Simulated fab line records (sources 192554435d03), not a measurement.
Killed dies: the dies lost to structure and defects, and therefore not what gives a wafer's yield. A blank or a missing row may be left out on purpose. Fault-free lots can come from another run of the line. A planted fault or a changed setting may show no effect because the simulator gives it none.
fab line records | flow n5Finfet
[record] lots = 7 wafers = 21
route steps=1938 shown BEOL_M8@1348 BEOL_M10@1509 BEOL_M11@1552
startH: the number of hours between the record's first day and the start of the first shown wafer of the lot | waitH: hours from the lot's prior step to this one | " as in the row above | L1.1+2: several wafers, shown together as one row | - no value, or no start was given | * or withheld: withheld | < > ~ a bound
route shown NAME@n: a module of which the file shows steps, and the number in the route of the first | usual: mean/standard deviation taken from wafers without a fault | same: alike in all rows | chamber/n: place in a boat | sites: per-site readings | _std_site: standard deviation of those values | _edge_site: the outer-site mean with the inner-site mean subtracted | radiusMm: for every site, how far away it sits from the centre of the wafer | mask NAME#n: copy n | behind: tool/chamber where the wafer was last shaped | hold: why the lot was held/for how many hours/how that ended | device: whichever transistor did not switch (one of n, p or np) | end of line: at the end of the route, the tests of the same wafers | a step given without rows: its recipe and nothing more | killed: dies lost to structure and defects at the first sort, not the wafer's yield | map: the dies of a wafer, with x for killed, . for not killed, _ for no die there
set.NAME: the setting as run; set.NAME@STEP: as run at that earlier step | model.NAME: the simulator's own value behind a step, which no gauge read
lots with deliberately changed settings; one table per step, one row per wafer
[[steps]]
[step N5_BEOL_M8_DESCUM_16]
[recipe] chemistry = O2 timeS = 7.9 sourcePowerW = 50 biasPowerW = 20 pressureMtorr = 20 rfFrequencyHz = 2.712e+07 tempC = 40 resist = CAR-ArF o2FlowSccm = 225
// columns lot.wafer tool chamber startH waitH set.timeS model.CAR-ArF_of_BEOL_M8_COAT_05.thkNm
L075.4+6 rieDiel-03 0 236.12 0.0 7.9 83.8
L075.5 " 3 " " 9.65 82.6
L077.1 rieDiel-05 2 241.57 0.1 7.9 83.6
L077.2 " 3 " " 6.935 83.8
L077.5 " 3 " " 6.935 84.2
L078.1 rieDiel-03 2 257.10 0.1 7.9 83.8
L078.4 " 3 " " 7.9 84
L078.5 " 1 " " 7.9 84.2
L076.1+6 rieDiel-05 3 257.33 0.1 7.9 83.8
L076.3 " 1 " " 7.9 84
L092.3 rieDiel-05 2 338.80 0.6 7.9 83.6
L092.4 " 1 " " 7.9 83.8
L092.5 " 2 " " 6.419 84.4
L095.3 rieDiel-03 2 351.67 0.2 8.941 83.4
L095.4 " 0 " " 8.941 83.6
L095.5 " 0 " " 8.941 83.2
L096.1 rieDiel-03 3 363.64 0.1 8.905 83.2
L096.2 " 2 " " 7.9 83.6
L096.4 " 0 " " 8.905 83
[step N5_BEOL_M8_ETCH_61]
[recipe] chemistry = CF4 target = SiARC targetDepthA = 455 maskMaterial = CAR-ArF timeS = 75.8 ionEnergyEv = 80 pressureMtorr = 40 sourceW = 545 biasW = 36 Ar_flow_sccm = 100 cf4FlowSccm = 100 ends = cleared
// columns lot.wafer tool chamber startH waitH set.timeS@BEOL_M8_DESCUM_16 model.CAR-ArF_of_BEOL_M8_COAT_05.thkNm
L075.4+6 rieDiel-03 0 236.16 0.0 7.9 51.2
L075.5 " 3 " " 9.65 50.2
L077.1 rieDiel-05 2 241.60 0.0 7.9 51
L077.2 " 3 " " 6.935 51.2
L077.5 " 3 " " 6.935 51.6
L078.1 rieDiel-03 2 257.13 0.0 7.9 51.2
L078.4+5 " 3,1 " " 7.9 51.6
L076.1+6 rieDiel-05 3 257.37 0.0 7.9 51.2
L076.3 " 1 " " 7.9 51.4
L092.3 rieDiel-05 2 338.84 0.0 7.9 51
L092.4 " 1 " " 7.9 51.2
L092.5 " 2 " " 6.419 51.8
L095.3+5 rieDiel-03 2,0 351.70 0.0 8.941 50.4
L095.4 " 0 " " 8.941 50.8
L096.1 rieDiel-03 3 363.67 0.0 8.905 50.6
L096.2 " 2 " " 7.9 51
L096.4 " 0 " " 8.905 50.4
[step N5_BEOL_M8_TRENCH_ETCH_37]
[recipe] chemistry = C4F6/O2 targetDepthA = 934.78 target = SiCOH_lowk timeS = 31.2 ionEnergyEv = 250 pressureMtorr = 30 sourceW = 345 biasW = 185 Ar_flow_sccm = 300 C4F6_flow_sccm = 10 O2_flow_sccm = 10
[usual] rfVppV = 669/7.3
// columns lot.wafer tool chamber startH waitH set.biasW rfVppV model.BEOL_M8.featureDepthNm model.etch.depthNm
L075.4 rieDiel-02 3 - - 185 677 94.8 94.78
L075.5 " 2 " " 195.4 704 95.2 95.26
L075.6 " 1 " " 185 660 93.2 93.12
L077.1 rieDiel-02 3 - - 151.8 577 88.6 88.62
L077.2 " 1 " " 151.8 564 86.6 86.66
L077.5 " 3 " " 185 676 94.4 94.3
L078.1 rieDiel-02 1 - - 193.3 683 94.4 94.48
L078.4 " 2 " " 193.3 699 95.4 95.3
L078.5 " 3 " " 185 676 94.8 94.71
L076.1 rieDiel-03 2 - - 185 666 93.8 93.82
L076.3 " 3 " " 185 657 93.6 93.53
L076.6 " 1 " " 185 671 91.4 91.37
L092.3 rieDiel-03 1 - - 206.5 731 94 93.98
L092.4 " 0 " " 185 675 92.6 92.63
L092.5 " 1 " " 185 671 90.6 90.67
L095.3 rieDiel-03 3 - - 185 654 93.4 93.36
L095.4 " 1 " " 155.9 583 85.8 85.84
L095.5 " 3 " " 185 655 93.6 93.54
L096.1 rieDiel-02 2 - - 169.4 629 91.2 91.12
L096.2 " 0 " " 169.4 634 89.8 89.88
L096.4 " 1 " " 185 660 92.2 92.27
[step N5_BEOL_M8_ETCH_41]
[recipe] chemistry = CH3F/O2 target = SiCN targetDepthA = 319 taperDeg = 2 timeS = 57.8 ionEnergyEv = 120 maskMaterial = TiN pressureMtorr = 30 sourceW = 395 biasW = 75 Ar_flow_sccm = 150 CH3F_flow_sccm = 30 O2_flow_sccm = 20
[step N5_BEOL_M8_STRIP_80]
[recipe] chemistry = N2/H2 timeS = 10 powerW = 450 tempC = 40 pressureMtorr = 20 rfFrequencyHz = 6e+07 biasPowerW = 7 n2FlowSccm = 200 h2FlowSccm = 200
[step N5_BEOL_M8_OCD_MEAS_38]
[usual] trenchDepthNm = 93.1/1.3
// columns lot.wafer tool chamber startH waitH set.biasW@BEOL_M8_TRENCH_ETCH_37 trenchDepthNm
L075.4 ocd-01 - 237.61 - 185 94.4
L075.5 " - " " 195.4 95.0
L075.6 " - " " 185 93.6
L077.1 ocd-02 - 244.23 - 151.8 88.8
L077.2 " - " " 151.8 87.0
L077.5 " - " " 185 93.9
L078.1 ocd-02 - 259.51 - 193.3 94.4
L078.4 " - " " 193.3 95.3
L078.5 " - " " 185 94.7
L076.1 ocd-01 - 259.57 - 185 94.1
L076.3 " - " " 185 94.0
L076.6 " - " " 185 91.5
L092.3 ocd-02 - 340.51 - 206.5 94.5
L092.4 " - " " 185 92.4
L092.5 " - " " 185 90.8
L095.3 ocd-01 - 353.24 - 185 93.2
L095.4 " - " " 155.9 85.9
L095.5 " - " " 185 93.3
L096.1 ocd-01 - 368.55 - 169.4 90.8
L096.2 " - " " 169.4 89.9
L096.4 " - " " 185 92.8
[step N5_BEOL_M8_CURE_75]
[recipe] tempC = 370 timeS = 120 ambient = DMADMS/He material = SiCOH_lowk
// columns lot.wafer tool chamber startH waitH set.timeS
L075.4+5+6 uvCure-02 0 237.95 0.2 120
L077.1+5 uvCure-01 1 244.44 0.0 109.7
L077.2 " 1 " " 120
L078.1 uvCure-01 1 259.70 0.0 99.49
L078.4+5 " 1 " " 120
L076.1+3+6 uvCure-01 2 260.30 0.6 120
L092.3 uvCure-03 0 340.80 0.1 120
L092.4+5 " 0 " " 109.3
L095.3+4+5 uvCure-01 0 353.53 0.1 120
L096.1 uvCure-02 2 368.74 0.0 131.1
L096.2+4 " 2 " " 120
[step N5_BEOL_M8_DEGAS_44]
[recipe] ambient = vacuum tempC = 250 timeS = 60
[step N5_BEOL_M8_PRE_CLEAN_45]
[recipe] gas = H2/He timeS = 30 tempC = 250
[step N5_BEOL_M8_ECD_50]
[recipe] material = Cu targetThkA = 3000
[step N5_BEOL_M8_ANNEAL_51]
[recipe] tempC = 225 timeS = 90 ambient = N2
[step N5_BEOL_M8_CMP_52]
[recipe] stopOn = SiCOH_lowk tOverpolishS = 6.9 downForcePsi = 1 platenRpm = 50 clearingPlatenDownForcePsi = 1.5 clearingPlatenRpm = 50 postCmpClean = cuAlkaline targetThkNm = 80 clearingPlatenPadVelocityMS = 0.99484 padVelocityMS = 0.99484
// columns lot.wafer tool chamber startH waitH set.biasW@BEOL_M8_TRENCH_ETCH_37 model.Cu_of_BEOL_M8_ECD_50.thkNm
L075.4 cmp-03 3 240.87 0.2 185 83.6
L075.6 " 0 " " 185 81
L075.5 " 1 " " 195.4 82.8
L077.2 cmp-03 3 247.10 0.2 151.8 72.8
L077.1 " 1 " " 151.8 74.4
L077.5 " 2 " " 185 79.4
L078.4 cmp-02 2 262.78 0.1 193.3 81.4
L078.1 " 1 " " 193.3 80.8
L078.5 " 2 " " 185 80.6
L076.1 cmp-04 2 263.78 0.5 185 81.8
L076.3 " 1 " " 185 80.4
L076.6 " 2 " " 185 79
L092.3 cmp-03 0 342.76 0.2 206.5 81.2
L092.4 " 2 " " 185 80.4
L092.5 " 0 " " 185 77.6
L095.4 cmp-03 3 357.83 0.3 155.9 73.6
L095.3+5 " 0,3 " " 185 82
L096.2 cmp-04 3 372.21 0.2 169.4 75.4
L096.4 " 1 " " 185 79
L096.1 " 2 " " 169.4 77.6
[step N5_BEOL_M8_PRE_CLEAN_55]
[recipe] gas = NH3 timeS = 15 tempC = withheld rfPowerW = 300
[step N5_BEOL_M8_DEP_56]
[recipe] material = SiCN targetThkA = 100 tempC = withheld precursor = 3MS/NH3 pressureTorr = 3 rfW = 202 timeS = 17.5
[step N5_BEOL_M8_RS_MEAS_57]
[recipe] thkMeasGauge = four-point-probe reads = Cu_of_BEOL_M8_ECD_50+Co_of_BEOL_M8_CVD_78+TaN_of_BEOL_M8_ALD_77
[usual] M8_RS = 0.286/0.0072
// columns lot.wafer tool chamber startH waitH set.biasW@BEOL_M8_TRENCH_ETCH_37 M8_RS[ohm/sq]
L075.4 filmMetro-02 - 241.19 0.0 185 0.271
L075.5 " - " " 195.4 0.274
L075.6 " - " " 185 0.282
L077.1 filmMetro-01 - 247.49 0.1 151.8 0.311
L077.2 " - " " 151.8 0.319
L077.5 " - " " 185 0.288
L078.1 filmMetro-02 - 263.20 0.1 193.3 0.282
L078.4 " - " " 193.3 0.279
L078.5 " - " " 185 0.283
L076.1 filmMetro-02 - 264.21 0.1 185 0.278
L076.3 " - " " 185 0.284
L076.6 " - " " 185 0.290
L092.3 filmMetro-01 - 343.15 0.1 206.5 0.281
L092.4 " - " " 185 0.284
L092.5 " - " " 185 0.297
L095.3 filmMetro-02 - 358.22 0.1 185 0.277
L095.4 " - " " 155.9 0.316
L095.5 " - " " 185 0.277
L096.1 filmMetro-02 - 372.64 0.1 169.4 0.295
L096.2 " - " " 169.4 0.306
L096.4 " - " " 185 0.290
[step N5_BEOL_M10_VIA_ETCH_34]
[recipe] chemistry = C4F6/O2 target = SiCOH_lowk targetDepthA = 1845 maskMaterial = SOC taperDeg = 4 timeS = 69.2 ionEnergyEv = 250 pressureMtorr = 30 sourceW = 345 biasW = 185 Ar_flow_sccm = 300 C4F6_flow_sccm = 10 O2_flow_sccm = 10
// columns lot.wafer tool chamber startH waitH set.timeS model.etch.depthNm model.SOC_of_BEOL_M10_COAT_63.thkNm
L075.4 rieDiel-05 0 256.42 0.0 78.57 209.4 91
L075.5 " 3 " " 69.2 185.5 92
L075.6 " 1 " " 69.2 185.1 92
L077.1 rieDiel-02 2 261.84 0.0 69.2 185.8 91.6
L077.2 " 3 " " 69.2 189.3 91
L077.5 " 3 " " 69.2 186.3 91.4
L076.1 rieDiel-02 0 277.01 0.0 69.2 181.8 92.4
L076.3 " 3 " " 69.2 186.8 92.2
L076.6 " 2 " " 69.2 182.3 92.4
L078.1 rieDiel-05 3 277.20 0.0 69.2 183.9 92
L078.4 " 2 " " 69.2 191.6 91.6
L078.5 " 3 " " 69.2 184.2 92
L092.3 rieDiel-03 3 356.71 0.0 77.9 205.7 91.2
L092.4 " 0 " " 77.9 205.9 91.2
L092.5 " 3 " " 69.2 182.1 92.2
L095.3 rieDiel-02 3 375.48 0.0 75.62 203.9 91.2
L095.4 " 2 " " 69.2 184 92.2
L095.5 " 1 " " 75.62 200.8 91.4
L096.1 rieDiel-03 0 390.64 0.0 69.2 183.4 92
L096.2 " 2 " " 65.15 174.5 92.2
L096.4 " 0 " " 65.15 173.2 92.4
[step N5_BEOL_M10_TRENCH_ETCH_37]
[recipe] chemistry = C4F6/O2 targetDepthA = 1488.3 target = SiCOH_lowk timeS = 48 ionEnergyEv = 250 pressureMtorr = 30 sourceW = 345 biasW = 185 Ar_flow_sccm = 300 C4F6_flow_sccm = 10 O2_flow_sccm = 10
// columns lot.wafer tool chamber startH waitH set.timeS model.BEOL_M10.featureDepthNm model.etch.depthNm model.TiN_of_BEOL_M10_HM_DEP_02.thkNm
L075.4 rieDiel-05 0 - - 48 148 148.1 15.8
L075.5 " 3 " " 48 148.8 148.8 15.4
L075.6 " 1 " " 48 148.8 148.7 15.8
L077.1 rieDiel-02 2 - - 58.29 181.8 181.7 15.2
L077.2 " 3 " " 58.29 184.2 184.2 15.2
L077.5 " 3 " " 48 150.8 150.8 16
L076.1 rieDiel-02 0 - - 48 148.8 148.8 15.8
L076.3 " 3 " " 48 150.8 150.9 15.8
L076.6 " 2 " " 48 149.4 149.3 15.8
L078.1 rieDiel-05 3 - - 48 146.6 146.6 16
L078.4 " 2 " " 37.79 119.6 119.7 16.6
L078.5 " 3 " " 48 146.6 146.6 16.2
L092.3 rieDiel-03 3 - - 48 146.4 146.5 15.8
L092.4 " 0 " " 43.43 133.4 133.4 16.2
L092.5 " 3 " " 48 147.6 147.6 15.6
L095.3 rieDiel-02 3 - - 43.86 139 139 16.2
L095.4 " 2 " " 43.86 136 136.1 16.2
L095.5 " 1 " " 43.86 135.6 135.5 16.4
L096.1 rieDiel-03 0 - - 48 147.8 147.9 16
L096.2 " 2 " " 48 148.8 148.9 15.8
L096.4 " 0 " " 58.53 180.2 180.3 14.8
[step N5_BEOL_M10_ETCH_41]
[recipe] chemistry = CH3F/O2 target = SiCN targetDepthA = 426 taperDeg = 2 timeS = 86 ionEnergyEv = 120 maskMaterial = TiN pressureMtorr = 30 sourceW = 395 biasW = 75 Ar_flow_sccm = 150 CH3F_flow_sccm = 30 O2_flow_sccm = 20
[step N5_BEOL_M10_STRIP_77]
[recipe] chemistry = N2/H2 timeS = 10 powerW = 450 tempC = 40 pressureMtorr = 20 rfFrequencyHz = 6e+07 biasPowerW = 7 n2FlowSccm = 200 h2FlowSccm = 200
[step N5_BEOL_M10_OCD_MEAS_38]
[usual] trenchDepthNm = 148.1/1.8
// columns lot.wafer tool chamber startH waitH set.timeS@BEOL_M10_TRENCH_ETCH_37 trenchDepthNm
L075.4 ocd-02 - 256.69 - 48 148.1
L075.5 " - " " 48 148.5
L075.6 " - " " 48 149.0
L077.1 ocd-01 - 262.12 - 58.29 182.0
L077.2 " - " " 58.29 183.8
L077.5 " - " " 48 150.6
L076.1 ocd-02 - 277.29 - 48 148.7
L076.3 " - " " 48 150.8
L076.6 " - " " 48 149.5
L078.1 ocd-01 - 277.49 - 48 146.4
L078.4 " - " " 37.79 119.7
L078.5 " - " " 48 146.6
L092.3 ocd-01 - 356.99 - 48 146.6
L092.4 " - " " 43.43 133.3
L092.5 " - " " 48 147.5
L095.3 ocd-01 - 375.77 - 43.86 139.1
L095.4 " - " " 43.86 136.0
L095.5 " - " " 43.86 135.9
L096.1 ocd-01 - 390.92 - 48 147.8
L096.2 " - " " 48 149.3
L096.4 " - " " 58.53 180.5
[step N5_BEOL_M10_HM_STRIP_39]
[recipe] chemistry = peroxideTinStrip material = TiN targetDepthA = 250 tempC = 50 timeS = 158
[step N5_BEOL_M10_SRD_40]
[recipe] timeS = 30 tempC = 23 rinseLiquid = diw dry = ipaMarangoni
[step N5_BEOL_M10_ECD_50]
[recipe] material = Cu targetThkA = 3180
[step N5_BEOL_M10_ANNEAL_51]
[recipe] tempC = 225 timeS = 90 ambient = N2
[step N5_BEOL_M10_CMP_52]
[recipe] stopOn = SiCOH_lowk tOverpolishS = 7 downForcePsi = 1 platenRpm = 50 clearingPlatenDownForcePsi = 1.5 clearingPlatenRpm = 50 postCmpClean = cuAlkaline targetThkNm = 140 clearingPlatenPadVelocityMS = 0.99484 padVelocityMS = 0.99484
// columns lot.wafer tool chamber startH waitH set.timeS@BEOL_M10_TRENCH_ETCH_37 model.Cu_of_BEOL_M10_ECD_50.thkNm
L075.4 cmp-01 2 259.12 0.2 48 140.4
L075.6 " 1 " " 48 138.4
L075.5 " 2 " " 48 140
L077.1 cmp-02 2 264.59 0.3 58.29 172.2
L077.2 " 0 " " 58.29 174.8
L077.5 " 2 " " 48 140.4
L076.3 cmp-02 3 281.08 0.2 48 143.8
L076.1 " 1 " " 48 141.6
L076.6 " 3 " " 48 141.2
L078.1 cmp-01 0 281.24 0.3 48 137.8
L078.4 " 1 " " 37.79 109.6
L078.5 " 2 " " 48 138.2
L092.4 cmp-01 0 359.48 0.2 43.43 123.8
L092.3 " 1 " " 48 138
L092.5 " 3 " " 48 138.4
L095.3 cmp-04 3 377.55 0.2 43.86 130
L095.4 " 1 " " 43.86 127.6
L095.5 " 0 " " 43.86 126.6
L096.2 cmp-02 2 394.58 0.2 48 139.6
L096.1 " 3 " " 48 139.4
L096.4 " 1 " " 58.53 171.2
[step N5_BEOL_M10_THK_MEAS_53]
[recipe] thkMeasGauge = xrf reads = Cu_of_BEOL_M10_ECD_50
[usual] M10_THK = 140.1/2.4
// columns lot.wafer tool chamber startH waitH set.timeS@BEOL_M10_TRENCH_ETCH_37 M10_THK[nm]
L075.4 filmMetro-02 - 259.38 - 48 139.2
L075.5 " - " " 48 139.0
L075.6 " - " " 48 137.5
L077.1 filmMetro-01 - 264.89 - 58.29 174.2
L077.2 " - " " 58.29 176.5
L077.5 " - " " 48 141.6
L076.1 filmMetro-02 - 281.38 - 48 142.6
L076.3 " - " " 48 144.8
L076.6 " - " " 48 141.9
L078.1 filmMetro-02 - 281.46 - 48 138.6
L078.4 " - " " 37.79 110.7
L078.5 " - " " 48 139.7
L092.3 filmMetro-02 - 359.74 - 48 139.8
L092.4 " - " " 43.43 125.5
L092.5 " - " " 48 140.2
L095.3 filmMetro-01 - 377.85 - 43.86 131.3
L095.4 " - " " 43.86 129.1
L095.5 " - " " 43.86 127.8
L096.1 filmMetro-02 - 394.88 - 48 140.4
L096.2 " - " " 48 140.2
L096.4 " - " " 58.53 172.3
[step N5_BEOL_M10_PRE_CLEAN_55]
[recipe] gas = NH3 timeS = 15 tempC = withheld rfPowerW = 300
[step N5_BEOL_M10_DEP_56]
[recipe] material = SiCN targetThkA = 150 tempC = withheld precursor = 3MS/NH3 pressureTorr = 3 rfW = 202 timeS = 26.5
[step N5_BEOL_M10_RS_MEAS_57]
[recipe] thkMeasGauge = four-point-probe reads = Cu_of_BEOL_M10_ECD_50+Co_of_BEOL_M10_CVD_75+TaN_of_BEOL_M10_ALD_74
[usual] M10_RS = 0.1515/0.0026
// columns lot.wafer tool chamber startH waitH set.timeS@BEOL_M10_TRENCH_ETCH_37 M10_RS[ohm/sq]
L075.4 filmMetro-02 - 259.51 0.0 48 0.1500
L075.5 " - " " 48 0.1504
L075.6 " - " " 48 0.1524
L077.1 filmMetro-01 - 265.05 0.1 58.29 0.1201
L077.2 " - " " 58.29 0.1181
L077.5 " - " " 48 0.1505
L076.1 filmMetro-01 - 281.52 0.1 48 0.1488
L076.3 " - " " 48 0.1463
L076.6 " - " " 48 0.1496
L078.1 filmMetro-02 - 281.59 0.1 48 0.1534
L078.4 " - " " 37.79 0.1981
L078.5 " - " " 48 0.1529
L092.3 filmMetro-02 - 359.88 0.1 48 0.1530
L092.4 " - " " 43.43 0.1725
L092.5 " - " " 48 0.1525
L095.3 filmMetro-02 - 377.98 0.1 43.86 0.1634
L095.4 " - " " 43.86 0.1671
L095.5 " - " " 43.86 0.1680
L096.1 filmMetro-01 - 395.01 0.1 48 0.1517
L096.2 " - " " 48 0.1511
L096.4 " - " " 58.53 0.1208
[step N5_BEOL_M11_DESCUM_16]
[recipe] chemistry = O2 timeS = 7.9 sourcePowerW = 50 biasPowerW = 20 pressureMtorr = 20 rfFrequencyHz = 2.712e+07 tempC = 40 resist = CAR-ArF o2FlowSccm = 225
// columns lot.wafer tool chamber startH waitH set.timeS model.CAR-ArF_of_BEOL_M11_COAT_05.thkNm
L075.4 rieDiel-06 1 262.91 0.0 8.901 83
L075.5+6 " 3,0 " " 7.9 83.6
L077.1+2 rieDiel-01 1,2 269.39 0.0 7.9 83.2
L077.5 " 0 " " 7.9 83.6
L076.1 rieDiel-04 0 286.18 0.0 7.9 83.2
L076.3+6 " 1,2 " " 7.9 83.8
L078.1+4 rieDiel-04 0,1 286.43 0.1 7.9 83.6
L078.5 " 0 " " 7.9 83.2
L092.3+4 rieDiel-06 0,3 363.87 0.0 7.9 83.8
L092.5 " 0 " " 9.454 82.6
L095.3 rieDiel-06 0 379.94 0.1 8.844 83.2
L095.4 " 3 " " 7.9 83.8
L095.5 " 0 " " 8.844 83.4
L096.1 rieDiel-01 1 399.23 0.0 7.9 83.6
L096.2+4 " 3,0 " " 6.734 84.4
[step N5_BEOL_M11_ETCH_61]
[recipe] chemistry = CF4 target = SiARC targetDepthA = 390 maskMaterial = CAR-ArF timeS = 65 ionEnergyEv = 80 pressureMtorr = 40 sourceW = 545 biasW = 36 Ar_flow_sccm = 100 cf4FlowSccm = 100 ends = cleared
// columns lot.wafer tool chamber startH waitH set.timeS@BEOL_M11_DESCUM_16 model.CAR-ArF_of_BEOL_M11_COAT_05.thkNm
L075.4 rieDiel-06 1 262.94 0.0 8.901 55
L075.5+6 " 3,0 " " 7.9 55.6
L077.1+2 rieDiel-01 1,2 269.43 0.0 7.9 55.2
L077.5 " 0 " " 7.9 55.6
L076.1 rieDiel-04 0 286.21 0.0 7.9 55.4
L076.3+6 " 1,2 " " 7.9 55.8
L078.1+4 rieDiel-04 0,1 286.47 0.0 7.9 55.6
L078.5 " 0 " " 7.9 55.2
L092.3+4 rieDiel-06 0,3 363.90 0.0 7.9 56
L092.5 " 0 " " 9.454 54.8
L095.3+5 rieDiel-06 0 379.98 0.0 8.844 55.2
L095.4 " 3 " " 7.9 55.8
L096.1 rieDiel-01 1 399.27 0.0 7.9 55.6
L096.2+4 " 3,0 " " 6.734 56.4
[[key]]
[split] step = N5_BEOL_M8_DESCUM_16 setting = timeS stated = 7.9 by = wafer
[response] step = N5_BEOL_M8_DESCUM_16 reading = model.CAR-ArF_of_BEOL_M8_COAT_05.thkNm change = -0.0442 per = 1% r = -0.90
[response] step = N5_BEOL_M8_ETCH_61 reading = model.CAR-ArF_of_BEOL_M8_COAT_05.thkNm change = -0.0403 per = 1% r = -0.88
[split] step = N5_BEOL_M8_TRENCH_ETCH_37 setting = biasW stated = 185 by = wafer
[response] step = N5_BEOL_M8_TRENCH_ETCH_37 reading = rfVppV change = +5.06 per = 1% r = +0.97
[response] step = N5_BEOL_M8_TRENCH_ETCH_37 reading = model.BEOL_M8.featureDepthNm change = +0.354 per = 1% r = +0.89
[response] step = N5_BEOL_M8_TRENCH_ETCH_37 reading = model.etch.depthNm change = +0.35 per = 1% r = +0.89
[response] step = N5_BEOL_M8_OCD_MEAS_38 reading = trenchDepthNm change = +0.343 per = 1% r = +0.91
[response] step = N5_BEOL_M8_CMP_52 reading = model.Cu_of_BEOL_M8_ECD_50.thkNm change = +0.348 per = 1% r = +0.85
[response] step = N5_BEOL_M8_RS_MEAS_57 reading = M8_RS change = -0.00161 per = 1% r = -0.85
[split] step = N5_BEOL_M8_CURE_75 setting = timeS stated = 120 by = wafer
response none clear
[split] step = N5_BEOL_M10_VIA_ETCH_34 setting = timeS stated = 69.2 by = wafer
[response] step = N5_BEOL_M10_VIA_ETCH_34 reading = model.etch.depthNm change = +1.84 per = 1% r = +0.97
[response] step = N5_BEOL_M10_VIA_ETCH_34 reading = model.SOC_of_BEOL_M10_COAT_63.thkNm change = -0.0784 per = 1% r = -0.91
[split] step = N5_BEOL_M10_TRENCH_ETCH_37 setting = timeS stated = 48 by = wafer
[response] step = N5_BEOL_M10_TRENCH_ETCH_37 reading = model.BEOL_M10.featureDepthNm change = +1.41 per = 1% r = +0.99
[response] step = N5_BEOL_M10_TRENCH_ETCH_37 reading = model.etch.depthNm change = +1.41 per = 1% r = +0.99
[response] step = N5_BEOL_M10_TRENCH_ETCH_37 reading = model.TiN_of_BEOL_M10_HM_DEP_02.thkNm change = -0.0382 per = 1% r = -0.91
[response] step = N5_BEOL_M10_OCD_MEAS_38 reading = trenchDepthNm change = +1.41 per = 1% r = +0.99
[response] step = N5_BEOL_M10_CMP_52 reading = model.Cu_of_BEOL_M10_ECD_50.thkNm change = +1.45 per = 1% r = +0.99
[response] step = N5_BEOL_M10_THK_MEAS_53 reading = M10_THK change = +1.46 per = 1% r = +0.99
[response] step = N5_BEOL_M10_RS_MEAS_57 reading = M10_RS change = -0.00168 per = 1% r = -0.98
[split] step = N5_BEOL_M11_DESCUM_16 setting = timeS stated = 7.9 by = wafer
[response] step = N5_BEOL_M11_DESCUM_16 reading = model.CAR-ArF_of_BEOL_M11_COAT_05.thkNm change = -0.0539 per = 1% r = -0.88
[response] step = N5_BEOL_M11_ETCH_61 reading = model.CAR-ArF_of_BEOL_M11_COAT_05.thkNm change = -0.0553 per = 1% r = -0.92
